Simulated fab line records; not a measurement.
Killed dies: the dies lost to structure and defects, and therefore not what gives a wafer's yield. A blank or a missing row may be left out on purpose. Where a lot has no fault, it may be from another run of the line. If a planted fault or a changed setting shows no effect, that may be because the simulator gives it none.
Struck lot and sound lot, side by side | flow n5 finfet | 38 steps out of a route of 1938
Sound: these wafers, L409.2, L409.4, L409.6. Struck: wafer L420.1 (L420.2, L420.4, from the same lot, were not struck and are left out); the cause is given at the end.
At each step with rows: each side's tool, then ch and its chambers, then its first start. Under that, the readings that differ: sound wafers | struck wafers | difference of the means | sigmas: that difference in standard deviations of wafers without a fault.
alike: readings whose means differ by less than 2 such deviations, and words and numbers that are the same on both sides. not compared: withheld readings, readings that some wafer has no value for, bounds like >300 that may hide the same value, and numbers for which the record gives no deviation and whose values overlap.
A row with sigmas, a row that says differs or no value, or rows on one side alone: a step with any of these is where the two part. Numbers that don't overlap but have no deviation are shown without sigmas and don't part them. A reading missing from all wafers of one side parts the sides only when that side holds two or more wafers.

first, 8 steps without rows for these wafers: N5_BEOL_M1_ECD_50 (material Cu, target thk 300 nm); N5_BEOL_M1_ANNEAL_51 (time 90 s); N5_BEOL_M1_CMP_52 (polishes, stops on SiOC, t overpolish 6.8 s, target thk 40 nm); N5_BEOL_M1_PRE_CLEAN_60 (time 15 s); N5_BEOL_M1_CO_CAP_55 (material Co, precursor CCTBA/H2, target thk 2 nm, time 102.1 s); N5_BEOL_M1_PRE_CLEAN_56 (time 15 s); N5_BEOL_M1_DEP_57 (deposits SiCN from 3MS/NH3, target thk 8 nm, time 14 s); N5_BEOL_M2_ILD_DEP_00 (deposits SiOC from DEMS/O2, target thk 79 nm, time 15.3 s).
N5_BEOL_M2_PECVD_72: deposits SiO2 from TEOS/O2, target thk 16 nm, time 18 s.
  sound on pecvd-03 ch 1,2, day 7 12:41; struck on pecvd-03 ch 1, day 11 17:45
  reading                                    | sound        | struck | difference | sigmas
  model.SiO2_of_BEOL_M2_PECVD_72.thk nm (nm) | 15.8 16 15.8 | 11.6   | -4.3       |
  alike: chamber pressure Torr, heater power w, showerhead plenum p Torr, throttle valve pct
then, 25 steps without rows for these wafers: N5_BEOL_M2_HM_DEP_02 (deposits TiN, target thk 20 nm); N5_BEOL_M2_COAT_61 (time 60 s, resist thk 60 nm); N5_BEOL_M2_COAT_62 (time 60 s, resist thk 12 nm); N5_BEOL_M2_COAT_73 (time 60 s, resist thk 5 nm); N5_BEOL_M2_COAT_05 (resist thk 30 nm); N5_BEOL_M2_EBR_07; N5_BEOL_M2_SOFTBAKE_06 (time 60 s); N5_BEOL_M2_EXPOSE_08 (exposes mask M2); N5_BEOL_M2_PEB_09 (peb time 60 s); N5_BEOL_M2_DEVELOP_10 (develop time 30 s); N5_BEOL_M2_DESCUM_16 (chemistry O2, time 7 s); N5_BEOL_M2_ETCH_74 (etches underlayer in N2/H2, target depth 6.5 nm, time 5.2 s); N5_BEOL_M2_ETCH_63 (etches SiARC in CF4, target depth 15.6 nm, time 26 s); N5_BEOL_M2_ETCH_64 (etches SOC in N2/H2, target depth 75 nm, overetch 22.5 nm, time 121.9 s); N5_BEOL_M2_STRIP_65 (strips in N2/H2); N5_BEOL_M2_STRIP_75 (strips in N2/H2); N5_BEOL_M2_STRIP_66 (strips in CF4); N5_BEOL_M2_HM_OPEN_17 (chemistry Cl2/BCl3, target TiN, target depth 20 nm, overetch 6 nm); N5_BEOL_M2_STRIP_19 (strips in O2); N5_BEOL_M2_COAT_67 (time 60 s, resist thk 60 nm); N5_BEOL_M2_COAT_68 (time 60 s, resist thk 12 nm); N5_BEOL_M2_COAT_76 (time 60 s, resist thk 5 nm); N5_BEOL_M2_COAT_22 (resist thk 30 nm); N5_BEOL_M2_EBR_24; N5_BEOL_M2_SOFTBAKE_23 (time 60 s).
N5_BEOL_M2_HM_STRIP_39: strips TiN in peroxide tin strip, target depth 25 nm, time 158 s.
  sound on wet bench-05 ch 2,5,6, day 7 18:44; struck on wet bench-06 ch 3, day 11 22:53
  reading                                    | sound        | struck | difference | sigmas
  model.SiO2_of_BEOL_M2_PECVD_72.thk nm (nm) | 15.6 16 15.8 | 11.4   | -4.4       |
N5_BEOL_M2_CMP_52: polishes, stops on SiOC, t overpolish 6.8 s, target thk 40 nm.
  sound on cmp-01 ch 1,3, day 7 23:34; struck on cmp-04 ch 3, day 12 03:47
  reading                      | sound             | struck | difference | sigmas
  barrier field endpoint s (s) | 24.2 24.4 24.7    | 19.6   | -4.8       | -8
  motor current A (A)          | 7.0 5.2 7.3       | 5.2    | -1.3       | -2
  slurry flow ml min           | 149.7 149.8 149.9 | 150.9  | +1.1       | +2
N5_BEOL_M4_RC_MEAS_101:
  sound on prober-02 ch 0, day 8 18:12; struck on prober-01 ch 0, day 13 14:22
  alike: DIBL_N, DIBL_P, IOFF_N, IOFF_P, ION_N, ION_P, SS_N, SS_P, VT_N, VT_P
-- here the record skips 5 days between the struck wafers' starts before and after, leaving off in module BEOL_M4 and picking up in module PASSIVATION (first step shown: number 1936 of the route) --
N5_PASSIVATION_PROBE_49:
  record: rows for the struck wafers here (prober-02, day 18 17:04), none for the sound ones

WHERE THEY PART
First at N5_BEOL_M2_CMP_52; last, within this record, at N5_PASSIVATION_PROBE_49.

WHY: what the simulator had put in
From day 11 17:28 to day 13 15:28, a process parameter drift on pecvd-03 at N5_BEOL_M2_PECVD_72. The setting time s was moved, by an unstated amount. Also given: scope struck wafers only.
